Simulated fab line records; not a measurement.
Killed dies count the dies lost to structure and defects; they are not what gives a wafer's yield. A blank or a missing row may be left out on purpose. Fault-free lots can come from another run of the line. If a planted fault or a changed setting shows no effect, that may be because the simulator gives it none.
Chamber matching -- flow nandHarc -- NHARC_P_GATE_ETCH_32 on rieSi-06: 4 sister chambers
The step etches the open film in HBr/Cl2, target depth 150 nm, time 100.1 s. 16 wafers are shown with their chamber, then 8 later ones without.

== WAFERS WITH THEIR CHAMBER ==
wafer,chamber,drypumpMotorCurrentA (A),oesProductAu (a.u.),throttleValvePct (%)
L807.1,1,4.8,1.001,26.394
L807.2,2,5.7,0.995,26.386
L807.3,3,6.3,0.977,26.412
L809.1,3,6.3,0.979,26.414
L809.2,2,5.7,0.990,26.429
L809.5,2,5.8,0.984,26.407
L818.1,3,6.3,0.990,26.403
L818.5,3,6.3,0.993,26.412
L818.6,0,6.0,0.995,26.403
L817.1,3,6.3,0.989,26.402
L817.2,1,4.8,1.010,26.399
L817.4,3,6.3,0.990,26.401
L819.2,3,6.3,0.994,26.413
L819.3,1,4.8,0.983,26.408
L819.6,1,4.8,0.994,26.416
L821.1,3,6.3,0.981,26.401

SIGNATURES (means of the wafers above)
reading,chamber 0,chamber 1,chamber 2,chamber 3,scatter within a chamber
drypumpMotorCurrentA,6.000,4.800,5.733,6.300,0.0236
oesProductAu,0.99500,0.99700,0.98967,0.98662,0.00794
throttleValvePct,26.40300,26.40425,26.40733,26.40725,0.011
Rule: a wafer's distance from a chamber is the root of the sum, over the readings, of the square of ((its reading less the chamber's mean) divided by the reading's scatter). If the next closest chamber is less than 2 further off than the closest, the wafer can't be placed; otherwise it belongs to the closest. The scatter: the root of (the sum of the squares of (reading less its chamber's mean) over the shown wafers, divided by (wafers less chambers)).

== WAFERS WHOSE CHAMBER IS MISSING ==
wafer,drypumpMotorCurrentA (A),oesProductAu (a.u.),throttleValvePct (%)
L821.3,6.0,0.995,26.397
L821.5,6.0,0.986,26.412
L823.2,6.0,0.985,26.408
L823.4,5.7,0.994,26.376
L823.5,6.0,0.990,26.397
L824.3,4.8,0.983,26.403
L824.5,5.8,0.985,26.397
L824.6,6.3,0.977,26.409

== THE CHAMBER EACH PASSED THROUGH ==
wafer,from the rows above,in truth
L821.3,0,0
L821.5,0,0
L823.2,0,0
L823.4,2,2
L823.5,0,0
L824.3,1,1
L824.5,2,2
L824.6,3,3
Correctly placed: 8 of 8. Left unplaced by these rows: 0. Placed wrongly: 0.
